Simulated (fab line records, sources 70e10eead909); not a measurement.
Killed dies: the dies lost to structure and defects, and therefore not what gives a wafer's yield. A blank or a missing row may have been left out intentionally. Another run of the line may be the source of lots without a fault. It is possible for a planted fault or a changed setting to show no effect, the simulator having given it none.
Matching of chambers / flow nand harc / NHARC_P_GATE_ETCH_32 on rie si-02: 4 sister chambers
The step etches the open film in HBr/Cl2, target depth 150 nm, time 100.1 s. 7 wafers are shown with their chamber, then 7 later ones without.

== EACH WAFER AND ITS CHAMBER ==
wafer=L076.4; chamber=1; oes product au (a.u.)=1.003; throttle valve pct (%)=26.414
wafer=L079.1; chamber=0; oes product au (a.u.)=1.005; throttle valve pct (%)=26.394
wafer=L079.2; chamber=2; oes product au (a.u.)=0.997; throttle valve pct (%)=26.428
wafer=L083.2; chamber=0; oes product au (a.u.)=1.001; throttle valve pct (%)=26.399
wafer=L083.5; chamber=3; oes product au (a.u.)=0.992; throttle valve pct (%)=26.419
wafer=L087.1; chamber=3; oes product au (a.u.)=1.008; throttle valve pct (%)=26.411
wafer=L087.3; chamber=2; oes product au (a.u.)=0.986; throttle valve pct (%)=26.406

== WAFERS WITH NO CHAMBER GIVEN ==
wafer=L087.5; oes product au (a.u.)=0.986; throttle valve pct (%)=26.406
wafer=L092.2; oes product au (a.u.)=0.988; throttle valve pct (%)=26.386
wafer=L092.5; oes product au (a.u.)=0.991; throttle valve pct (%)=26.403
wafer=L092.6; oes product au (a.u.)=0.994; throttle valve pct (%)=26.407
wafer=L093.4; oes product au (a.u.)=0.987; throttle valve pct (%)=26.415
wafer=L093.5; oes product au (a.u.)=0.995; throttle valve pct (%)=26.415
wafer=L093.6; oes product au (a.u.)=0.992; throttle valve pct (%)=26.421

== CHAMBER TAKEN BY EACH ==
wafer=L087.5; from the rows above=can't be placed: 2 or 3 or 1 or 0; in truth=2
wafer=L092.2; from the rows above=can't be placed: 0 or 2 or 3 or 1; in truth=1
wafer=L092.5; from the rows above=can't be placed: 2 or 0 or 3 or 1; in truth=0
wafer=L092.6; from the rows above=can't be placed: 2 or 3 or 1 or 0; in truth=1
wafer=L093.4; from the rows above=can't be placed: 2 or 3 or 1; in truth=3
wafer=L093.5; from the rows above=can't be placed: 2 or 3 or 1 or 0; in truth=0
wafer=L093.6; from the rows above=can't be placed: 2 or 3 or 1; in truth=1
Placed correctly: 0 of 7. Cannot be placed on the basis of these rows: 7; the candidates contain the true chamber in 7. 0 placed wrongly.
How it was worked out, from the rows above alone: a wafer's distance from a chamber is the root of the sum, over the readings, of the square of ((its reading less the chamber's mean) divided by the reading's scatter). If the next closest chamber is less than 2 further off than the closest, the wafer can't be placed; otherwise it belongs to the closest. For every chamber, the mean is computed from those of its wafers that are shown. The scatter: the root of (the sum of the squares of (reading less its chamber's mean) over the shown wafers, divided by (wafers less chambers)).
